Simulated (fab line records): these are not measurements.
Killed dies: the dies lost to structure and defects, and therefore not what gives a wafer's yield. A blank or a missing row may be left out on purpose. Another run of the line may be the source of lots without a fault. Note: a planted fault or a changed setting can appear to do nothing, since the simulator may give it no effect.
fab line records + flow nand-harc
[record]
- lots = 13
- wafers = 39
- last-day = 24
route steps=1159 shown A_CHANNEL_HOLE_D1@479 A_CHANNEL_FILL_D1@494 END@1159
lots that met no fault: from a run of the same line without faults
start-h: the number of hours between the record's first day and the start of the first shown wafer of the lot + wait-h: time in hours since the lot's previous step + " same as the row above + L1.1+2: a row that stands for several wafers + - no value present, or no start provided + * or withheld: withheld + < > ~ a bound
route shown NAME@n: a module of which the file shows steps, and the number in the route of the first + usual: average and standard deviation across the fault-free wafers + same: alike in all rows + chamber/n: place in a boat + sites: each site's reading + _std_site: their standard deviation + _edge_site: the outer-site mean with the inner-site mean subtracted + radius-mm: for every site, how far away it sits from the centre of the wafer + mask NAME#n: copy n + behind: tool/chamber where the wafer was last shaped + hold: why the lot was held/for how many hours/how that ended + device: which transistor (n, p or np) failed to switch + end of line: the same wafers' tests at the end of the route + a step given without rows: its recipe and nothing more + killed: the dies lost at the first sort to structure and to defects; this is not the yield of the wafer + map: shows each die of a wafer: x if killed, . if not, _ if none is there
set.NAME: the setting that was run; set.NAME@STEP: the one run at that earlier step + model.NAME: the simulator's own value behind a step, which no gauge read
a sample of lots followed through the steps of the route, with each step as a table and each wafer as a row
services: a tool's chamber out of use, with start hour (start-h, from the record's first day; less than 0 if before it), hours out, and reason
[[steps]]
[step NHARC_A_CHANNEL_HOLE_D1_ETCH_33]
[recipe]
- bias-v = 400
- source-w = 2000
- pressure-mtorr = 25
- time-s = 90
- ar-flow-sccm = 375
- c4f8-flow-sccm = 41.7
- o2-flow-sccm = 83.3
- temp-c = -20
- target-depth-a = 4000
- chemistry = C4F8/O2/Ar
[usual]
- drypump-motor-current-A = 5.95/0.27
- showerhead-plenum-p-Torr = 3.82/0.062
- temp-c = -20.01/0.087
- throttle-valve-pct = 27.618/0.0093
| lot.wafer | tool        | chamber | start-h | wait-h | drypump-motor-current-A | rf-hours-counter-h | showerhead-plenum-p-Torr | temp-c | throttle-valve-pct |
|-----------|-------------|---------|---------|--------|-------------------------|--------------------|--------------------------|--------|--------------------|
| L785.4    | har-etch-01 | 1       | 171.89  | 0.2    | 6.13                    | -                  | 3.75                     | -20.10 | 27.625             |
| L785.5    | "           | 1       | "       | "      | 6.12                    | -                  | 3.75                     | -19.88 | 27.621             |
| L785.6    | "           | 0       | "       | "      | 5.64                    | -                  | 3.87                     | -20.06 | 27.616             |
| L787.1    | har-etch-01 | 0       | 188.91  | 0.2    | 5.68                    | 206                | 3.86                     | -20.18 | 27.624             |
| L787.2    | "           | 1       | "       | "      | 6.11                    | 206                | 3.75                     | -20.08 | 27.623             |
| L787.6    | "           | 0       | "       | "      | 5.66                    | -                  | 3.86                     | -20.02 | 27.626             |
| L786.2    | har-etch-02 | 0       | 192.41  | 0.2    | 5.72                    | 107                | 3.92                     | -20.05 | 27.610             |
| L786.4    | "           | 0       | "       | "      | 5.74                    | -                  | 3.92                     | -20.17 | 27.617             |
| L786.6    | "           | 0       | "       | "      | 5.73                    | -                  | 3.92                     | -19.97 | 27.625             |
| L788.2    | har-etch-01 | 0       | 195.02  | 0.2    | 5.65                    | 209                | 3.86                     | -20.03 | 27.620             |
| L788.1    | "           | 1       | "       | "      | 6.11                    | 209                | 3.75                     | -19.92 | 27.621             |
| L788.5    | "           | 0       | "       | "      | 5.67                    | -                  | 3.86                     | -20.11 | 27.616             |
| L790.1    | har-etch-01 | 0       | 199.94  | 0.2    | 5.65                    | 213                | 3.86                     | -20.26 | 27.597             |
| L790.3    | "           | 1       | "       | "      | 6.11                    | -                  | 3.74                     | -20.09 | 27.625             |
| L790.6    | "           | 1       | "       | "      | 6.14                    | -                  | 3.74                     | -20.02 | 27.615             |
| L789.2    | har-etch-02 | 0       | 203.85  | 0.2    | 5.74                    | 115                | 3.91                     | -19.94 | 27.620             |
| L789.3    | "           | 1       | "       | "      | 6.26                    | -                  | 3.81                     | -20.06 | 27.629             |
| L789.4    | "           | 0       | "       | "      | 5.73                    | -                  | 3.91                     | -20.03 | 27.614             |
| L795.3    | har-etch-02 | 1       | 240.77  | 0.2    | 6.30                    | -                  | 3.80                     | -19.99 | 27.623             |
| L795.5    | "           | 0       | "       | "      | 5.72                    | -                  | 3.91                     | -20.01 | 27.633             |
| L795.6    | "           | 1       | "       | "      | 6.31                    | -                  | 3.80                     | -19.91 | 27.624             |
| L800.1    | har-etch-01 | 0       | 275.51  | 0.2    | 5.67                    | 243                | 3.84                     | -20.02 | 27.621             |
| L800.4    | "           | 1       | "       | "      | 6.12                    | -                  | 3.73                     | -19.80 | 27.630             |
| L800.5    | "           | 1       | "       | "      | 6.13                    | -                  | 3.73                     | -19.95 | 27.625             |
| L803.2    | har-etch-02 | 0       | 288.91  | 0.2    | 5.73                    | 149                | 3.89                     | -20.01 | 27.629             |
| L803.3    | "           | 1       | "       | "      | 6.27                    | -                  | 3.79                     | -20.08 | 27.632             |
| L803.6    | "           | 0       | "       | "      | 5.73                    | -                  | 3.89                     | -20.02 | 27.616             |
| L802.4    | har-etch-01 | 0       | 289.14  | 0.2    | 5.64                    | -                  | 3.83                     | -20.01 | 27.632             |
| L802.6    | "           | 1       | "       | "      | 6.13                    | -                  | 3.72                     | -20.01 | 27.617             |
| L802.5    | "           | 0       | "       | "      | 5.65                    | -                  | 3.84                     | -20.03 | 27.624             |
| L806.1    | har-etch-02 | 0       | 301.34  | 0.2    | 5.74                    | 154                | 3.89                     | -20.15 | 27.609             |
| L806.2    | "           | 1       | "       | "      | 6.28                    | 154                | 3.79                     | -19.92 | 27.598             |
| L806.3    | "           | 1       | "       | "      | 6.27                    | -                  | 3.79                     | -19.95 | 27.611             |
| L807.2    | har-etch-02 | 0       | 313.41  | 0.2    | 5.72                    | 162                | 3.89                     | -20.01 | 27.605             |
| L807.5    | "           | 0       | "       | "      | 5.73                    | -                  | 3.89                     | -20.06 | 27.614             |
| L807.6    | "           | 1       | "       | "      | 6.27                    | -                  | 3.78                     | -20.12 | 27.635             |
| L808.1    | har-etch-02 | 1       | 320.93  | 0.2    | 6.29                    | 169                | 3.78                     | -20.00 | 27.622             |
| L808.3    | "           | 1       | "       | "      | 6.28                    | -                  | 3.78                     | -20.17 | 27.617             |
| L808.5    | "           | 0       | "       | "      | 5.72                    | -                  | 3.88                     | -19.94 | 27.615             |
[step NHARC_A_CHANNEL_FILL_D1_ALD_14]
[recipe]
- target-thk-a = 25
- pulse-time-s = 10
- ald-cycles = 25
- temp-c = 300
- material = SiO2
[usual]
- ald-cycles = 25/0
- heater-power-w = 451/48
- precursor-pulse-height-rel = 1.000/0.017
| lot.wafer | tool      | chamber | start-h | wait-h | ald-cycles | heater-power-w | precursor-pulse-height-rel |
|-----------|-----------|---------|---------|--------|------------|----------------|----------------------------|
| L785.4    | ald-hk-02 | 3       | 180.87  | 0.1    | 25         | 426            | 0.966                      |
| L785.5    | "         | 2       | "       | "      | 25         | 540            | 1.012                      |
| L785.6    | "         | 3       | "       | "      | 25         | 432            | 0.991                      |
| L787.2    | ald-hk-02 | 2       | 198.34  | 0.1    | 25         | 507            | 0.950                      |
| L787.1    | "         | 3       | "       | "      | 25         | 412            | 1.003                      |
| L787.6    | "         | 0       | "       | "      | 25         | 478            | 1.008                      |
| L786.4    | ald-hk-01 | 3       | 201.40  | 0.1    | 25         | 483            | 0.985                      |
| L786.2    | "         | 0       | "       | "      | 25         | 448            | 1.004                      |
| L786.6    | "         | 2       | "       | "      | 25         | 369            | 1.024                      |
| L788.2    | ald-hk-01 | 0       | 201.62  | 0.3    | 25         | 440            | 1.012                      |
| L788.1    | "         | 1       | "       | "      | 25         | 465            | 0.990                      |
| L788.5    | "         | 3       | "       | "      | 25         | 477            | 0.985                      |
| L790.3    | ald-hk-04 | 1       | 208.90  | 0.0    | 25         | 448            | 0.997                      |
| L790.1    | "         | 2       | "       | "      | 25         | 397            | 0.981                      |
| L790.6    | "         | 1       | "       | "      | 25         | 429            | 1.017                      |
| L789.2    | ald-hk-04 | 0       | 213.37  | 0.6    | 25         | 391            | 1.011                      |
| L789.3    | "         | 1       | "       | "      | 25         | 425            | 1.011                      |
| L789.4    | "         | 2       | "       | "      | 25         | 393            | 1.003                      |
| L795.3    | ald-hk-04 | 2       | 251.42  | 0.2    | 25         | 399            | 1.027                      |
| L795.5    | "         | 3       | "       | "      | 25         | 514            | 1.036                      |
| L795.6    | "         | 0       | "       | "      | 25         | 400            | 1.014                      |
| L800.1    | ald-hk-01 | 2       | 284.57  | 0.1    | 25         | 393            | 0.984                      |
| L800.4    | "         | 0       | "       | "      | 25         | 434            | 1.008                      |
| L800.5    | "         | 1       | "       | "      | 25         | 498            | 1.021                      |
| L803.3    | ald-hk-02 | 0       | 298.00  | 0.0    | 25         | 510            | 1.003                      |
| L803.2    | "         | 3       | "       | "      | 25         | 413            | 0.994                      |
| L803.6    | "         | 0       | "       | "      | 25         | 505            | 0.994                      |
| L802.4    | ald-hk-04 | 0       | 298.04  | 0.1    | 25         | 405            | 0.993                      |
| L802.6    | "         | 3       | "       | "      | 25         | 514            | 0.982                      |
| L802.5    | "         | 0       | "       | "      | 25         | 408            | 1.004                      |
| L806.3    | ald-hk-02 | 0       | 309.70  | 0.1    | 25         | 510            | 1.017                      |
| L806.1    | "         | 1       | "       | "      | 25         | 471            | 1.009                      |
| L806.2    | "         | 2       | "       | "      | 25         | 539            | 0.992                      |
| L807.2    | ald-hk-01 | 3       | 323.41  | 0.0    | 25         | 483            | 0.965                      |
| L807.5    | "         | 3       | "       | "      | 25         | 470            | 0.984                      |
| L807.6    | "         | 0       | "       | "      | 25         | 434            | 0.992                      |
| L808.3    | ald-hk-04 | 3       | 329.86  | 0.1    | 25         | 532            | 0.986                      |
| L808.1    | "         | 1       | "       | "      | 25         | 440            | 1.022                      |
| L808.5    | "         | 3       | "       | "      | 25         | 531            | 0.973                      |
[step NHARC_A_CHANNEL_FILL_D1_ALD_25]
[recipe]
- target-thk-a = 600
- pulse-time-s = 10
- ald-cycles = 600
- temp-c = 300
- material = SiOx
[usual]
- ald-cycles = 600/0
- heater-power-w = 450/48
- precursor-pulse-height-rel = 1.001/0.02
| lot.wafer | tool      | chamber | start-h | wait-h | ald-cycles | heater-power-w | precursor-pulse-height-rel |
|-----------|-----------|---------|---------|--------|------------|----------------|----------------------------|
| L785.4    | ald-hk-01 | 3       | 209.72  | 0.1    | 600        | 472            | 0.980                      |
| L785.5    | "         | 3       | 212.18  | 2.5    | 600        | 475            | 0.995                      |
| L785.6    | "         | 0       | "       | "      | 600        | 432            | 0.993                      |
| L786.4    | ald-hk-04 | 3       | 227.90  | 0.1    | 600        | 524            | 0.974                      |
| L786.2    | "         | 1       | 229.13  | 1.3    | 600        | 427            | 0.990                      |
| L786.6    | "         | 3       | 230.35  | 2.5    | 600        | 520            | 0.978                      |
| L788.2    | ald-hk-01 | 0       | 227.90  | 0.1    | 600        | 440            | 0.996                      |
| L788.1    | "         | 3       | 229.72  | 1.9    | 600        | 473            | 0.978                      |
| L788.5    | "         | 0       | "       | "      | 600        | 438            | 1.024                      |
| L787.1    | ald-hk-02 | 2       | 229.70  | 1.8    | 600        | 536            | 1.005                      |
| L787.2    | "         | 3       | "       | "      | 600        | 434            | 0.994                      |
| L787.6    | "         | 0       | "       | "      | 600        | 486            | 0.973                      |
| L790.3    | ald-hk-02 | 1       | 236.11  | 1.1    | 600        | 452            | 0.985                      |
| L790.1    | "         | 2       | "       | "      | 600        | 521            | 1.010                      |
| L790.6    | "         | 2       | 239.22  | 4.2    | 600        | 507            | 1.022                      |
| L789.3    | ald-hk-01 | 0       | 242.38  | 0.1    | 600        | 434            | 1.026                      |
| L789.4    | "         | 2       | 243.63  | 1.3    | 600        | 385            | 1.035                      |
| L789.2    | "         | 3       | "       | "      | 600        | 476            | 1.016                      |
| L795.3    | ald-hk-04 | 3       | 283.74  | 0.7    | 551        | 534            | 0.969                      |
| L795.5    | "         | 2       | 285.62  | 2.6    | 600        | 404            | 0.974                      |
| L795.6    | "         | 3       | "       | "      | 551        | 519            | 0.994                      |
| L800.4    | ald-hk-02 | 0       | 315.35  | 1.3    | 600        | 494            | 0.986                      |
| L800.1    | "         | 1       | "       | "      | 600        | 477            | 0.975                      |
| L800.5    | "         | 2       | "       | "      | 600        | 532            | 0.989                      |
| L803.2    | ald-hk-01 | 3       | 327.21  | 0.7    | 600        | 479            | 1.008                      |
| L803.3    | "         | 1       | 328.44  | 1.9    | 600        | 497            | 1.013                      |
| L803.6    | "         | 3       | 329.67  | 3.1    | 600        | 471            | 0.999                      |
| L802.4    | ald-hk-02 | 1       | 327.86  | 1.3    | 600        | 471            | 1.020                      |
| L802.6    | "         | 3       | 329.11  | 2.5    | 600        | 422            | 0.984                      |
| L802.5    | "         | 0       | "       | "      | 600        | 512            | 0.983                      |
| L806.2    | ald-hk-02 | 3       | 340.12  | 0.1    | 600        | 426            | 1.029                      |
| L806.3    | "         | 1       | 341.35  | 1.3    | 600        | 475            | 1.028                      |
| L806.1    | "         | 2       | "       | "      | 600        | 522            | 1.028                      |
| L807.2    | ald-hk-01 | 2       | 352.59  | 0.1    | 600        | 395            | 1.013                      |
| L807.5    | "         | 2       | 355.05  | 2.5    | 600        | 397            | 1.007                      |
| L807.6    | "         | 3       | "       | "      | 600        | 470            | 0.993                      |
| L808.3    | ald-hk-04 | 0       | 359.98  | 0.1    | 600        | 388            | 1.010                      |
| L808.1    | "         | 2       | 361.20  | 1.3    | 600        | 394            | 1.022                      |
| L808.5    | "         | 1       | 363.04  | 3.1    | 600        | 426            | 0.981                      |
[step NHARC_A_CHANNEL_FILL_D1_INSPECT_13]
[usual]
- raw-defect-count = 307/140
| lot.wafer | tool              | chamber | start-h | wait-h | raw-defect-count |
|-----------|-------------------|---------|---------|--------|------------------|
| L785.4    | defect-inspect-01 | -       | 221.65  | 0.1    | 398              |
| L785.5    | "                 | -       | "       | "      | 448              |
| L785.6    | "                 | -       | "       | "      | 310              |
| L787.1    | defect-inspect-02 | -       | 239.99  | 0.2    | 232              |
| L787.2    | "                 | -       | "       | "      | 137              |
| L787.6    | "                 | -       | "       | "      | 198              |
| L786.2    | defect-inspect-02 | -       | 240.04  | 0.1    | 354              |
| L786.4    | "                 | -       | "       | "      | 469              |
| L786.6    | "                 | -       | "       | "      | 409              |
| L788.1    | defect-inspect-02 | -       | 240.16  | 0.2    | 232              |
| L788.2    | "                 | -       | "       | "      | 242              |
| L788.5    | "                 | -       | "       | "      | 312              |
| L790.1    | defect-inspect-01 | -       | 247.60  | 0.2    | 193              |
| L790.3    | "                 | -       | "       | "      | 306              |
| L790.6    | "                 | -       | "       | "      | 169              |
| L789.2    | defect-inspect-02 | -       | 254.52  | 0.1    | 599              |
| L789.3    | "                 | -       | "       | "      | 460              |
| L789.4    | "                 | -       | "       | "      | 190              |
| L795.3    | defect-inspect-02 | -       | 295.11  | 0.1    | 174              |
| L795.5    | "                 | -       | "       | "      | 211              |
| L795.6    | "                 | -       | "       | "      | 335              |
| L800.1    | defect-inspect-02 | -       | 326.15  | 0.2    | 271              |
| L800.4    | "                 | -       | "       | "      | 440              |
| L800.5    | "                 | -       | "       | "      | 383              |
| L803.2    | defect-inspect-01 | -       | 338.74  | 0.1    | 289              |
| L803.3    | "                 | -       | "       | "      | 361              |
| L803.6    | "                 | -       | "       | "      | 232              |
| L802.4    | defect-inspect-02 | -       | 338.91  | 0.1    | 209              |
| L802.5    | "                 | -       | "       | "      | 252              |
| L802.6    | "                 | -       | "       | "      | 357              |
| L806.1    | defect-inspect-02 | -       | 352.37  | 0.2    | 408              |
| L806.2    | "                 | -       | "       | "      | 177              |
| L806.3    | "                 | -       | "       | "      | 614              |
| L807.2    | defect-inspect-02 | -       | 364.64  | 0.1    | 216              |
| L807.5    | "                 | -       | "       | "      | 293              |
| L807.6    | "                 | -       | "       | "      | 205              |
| L808.1    | defect-inspect-02 | -       | 372.02  | 0.2    | 307              |
| L808.3    | "                 | -       | "       | "      | 396              |
| L808.5    | "                 | -       | "       | "      | 303              |
[step NHARC_END_SORT_01]
[recipe]
- temp-c = 25
[usual]
- killed-at-array = 28/12
- killed-at-other = 0.8/1.1
- killed-at-periphery = 3.6/2.3
- killed-dies = 32/12
- killed-open = 3.4/1.9
- killed-short = 2.0/1.3
[same]
- gross-dies = 677
| lot.wafer | tool      | chamber | start-h | wait-h | killed-at-array | killed-at-other | killed-at-periphery | killed-dies | killed-open | killed-short |
|-----------|-----------|---------|---------|--------|-----------------|-----------------|---------------------|-------------|-------------|--------------|
| L803.2    | prober-02 | 0       | 544.87  | 2.8    | 36              | 1               | 2                   | 39          | 5           | 2            |
| L803.3    | prober-02 | 0       | 545.68  | 3.1    | 36              | 1               | 2                   | 39          | 3           | 2            |
| L803.6    | prober-02 | 0       | 548.09  | 4.0    | 27              | 1               | 5                   | 33          | 3           | 1            |
// killed by level:class
L803.2 A_SLIT:chamber-film-flake=17 A_CHANNEL_HOLE_D1:chamber-film-flake=9 A_STAIRCASE:chamber-film-flake=2 A_CONTACT:chamber-film-flake=2 P_GATE:geometric-particle:short=1 A_CHANNEL_FILL_D1:geometric-particle:short=1 A_CHANNEL_FILL_D1:geometric-particle:open=1 A_STAIRCASE:geometric-particle:open=1
L803.3 A_SLIT:chamber-film-flake=15 A_CHANNEL_HOLE_D1:chamber-film-flake=12 A_CONTACT:chamber-film-flake=2 A_BLC:chamber-film-flake=2 P_GATE:geometric-particle:short=1 A_ONON_D1:geometric-particle:open=1 A_SLIT:geometric-particle:open=1 A_WL_FILL:geometric-particle:short=1
L803.6 A_SLIT:chamber-film-flake=16 A_CHANNEL_HOLE_D1:chamber-film-flake=9 P_GATE:chamber-film-flake=3 P_GATE:geometric-particle:open=1 P_CONTACT:geometric-particle:open=1 A_CHANNEL_HOLE_D1:geometric-particle:short=1 A_CONTACT:geometric-particle:open=1 THIN_TSV:chamber-film-flake=1
[[services]]
| tool        | chamber | start-h | hours | kind       |
|-------------|---------|---------|-------|------------|
| ald-hk-04   | -       | 189.57  | 10.0  | pm         |
| ald-hk-04   | 0       | 189.57  | 10.0  | vent-cycle |
| ald-hk-04   | 1       | 189.57  | 10.0  | vent-cycle |
| ald-hk-04   | 2       | 189.57  | 10.0  | vent-cycle |
| ald-hk-04   | 3       | 189.57  | 10.0  | vent-cycle |
| ald-hk-04   | 0       | 199.57  | -     | clean      |
| ald-hk-04   | 1       | 199.57  | -     | clean      |
| ald-hk-04   | 2       | 199.57  | -     | clean      |
| ald-hk-01   | 2       | 231.53  | 10.0  | vent-cycle |
| ald-hk-01   | 3       | 231.53  | 10.0  | vent-cycle |
| ald-hk-01   | 0       | 241.53  | -     | clean      |
| ald-hk-01   | 1       | 241.53  | -     | clean      |
| ald-hk-01   | 2       | 241.53  | -     | clean      |
| ald-hk-01   | 3       | 241.53  | -     | clean      |
| ald-hk-02   | -       | 282.70  | 10.0  | pm         |
| ald-hk-02   | 0       | 282.70  | 10.0  | vent-cycle |
| ald-hk-02   | 1       | 282.70  | 10.0  | vent-cycle |
| ald-hk-02   | 2       | 282.70  | 10.0  | vent-cycle |
| ald-hk-02   | 3       | 282.70  | 10.0  | vent-cycle |
| ald-hk-02   | 0       | 292.70  | -     | clean      |
| ald-hk-02   | 1       | 292.70  | -     | clean      |
| ald-hk-02   | 2       | 292.70  | -     | clean      |
| ald-hk-02   | 3       | 292.70  | -     | clean      |
| har-etch-01 | -       | 305.00  | 17.0  | pm         |
[[key]]
[first-sign]
- step = NHARC_A_CHANNEL_FILL_D1_ALD_25
- reading = ald-cycles
- direction = down
- sigmas = 99+
- usual = 600
- struck = 551
effect none on later readings
met-at NHARC_A_CHANNEL_FILL_D1_ALD_25
struck-lots L795
struck-wafers L795.3,L795.6
tester-left-out L795
not-acting-at NHARC_A_CHANNEL_HOLE_D1_ETCH_33,NHARC_A_CHANNEL_FILL_D1_ALD_14,NHARC_A_CHANNEL_FILL_D1_INSPECT_13
onset-between 227.90 283.74
[fault]
- kind = process-parameter-drift
- tool = ald-hk-04
- chamber = -
- onset-h = 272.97
- steps = NHARC_A_CHANNEL_FILL_D1_ALD_25
- channel = ald-cycles
- offset = -49
- shape = step
- end-h = 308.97
- scope = struck-wafers-only
- acts-in = these-recipes-only
- stated = 600
// tester-left-out: of these lots the tester's yield and bins aren't shown, on N5 and GAA mostly nor the transistor test; their killed dies are dies lost to structure and defects alone, not to doping, threshold or leakage, so they don't give the yield
